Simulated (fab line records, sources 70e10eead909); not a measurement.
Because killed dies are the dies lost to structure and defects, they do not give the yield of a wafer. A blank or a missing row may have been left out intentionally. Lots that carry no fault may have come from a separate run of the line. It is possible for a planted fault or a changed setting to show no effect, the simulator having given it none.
Chamber matching ; flow nandHarc ; NHARC_A_CHANNEL_FILL_D1_ETCHBACK_20 on rieDiel-01: 4 sister chambers
The step etches the open film in C4F8/O2/Ar, target depth 27 nm, time 13.5 s. 4 wafers are shown with their chamber, then 10 later ones without.

== EACH WAFER AND ITS CHAMBER ==
wafer;chamber;rfVppV (V)
L087.5;1;987
L087.6;2;977
L088.1;3;983
L088.5;0;970

== WAFERS MISSING THEIR CHAMBER ==
wafer;rfVppV (V)
L088.6;986
L093.1;983
L093.3;971
L093.4;986
L095.1;972
L095.4;988
L095.5;971
L096.2;972
L096.3;982
L096.6;985

== WHICH CHAMBER EACH ONE RAN IN ==
wafer;from the rows above;in truth
L088.6;can't be placed: 1 or 3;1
L093.1;3;3
L093.3;0;0
L093.4;can't be placed: 1 or 3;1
L095.1;0;0
L095.4;1;1
L095.5;0;0
L096.2;0;0
L096.3;3;3
L096.6;can't be placed: 1 or 3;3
Placed correctly: 7 of 10. These rows do not allow placing 3 (true chamber among the candidates in 3). 0 placed wrongly.
How it was worked out, from the rows above alone: a wafer's distance from a chamber is the root of the sum, over the readings, of the square of ((its reading less the chamber's mean) divided by the reading's scatter). If the next closest chamber is less than 2 further off than the closest, the wafer can't be placed; otherwise it belongs to the closest. A chamber's mean is the mean of its shown wafers. The scatter: root of mean squared gap, hidden wafer to nearest shown wafer, with one shown wafer a chamber.
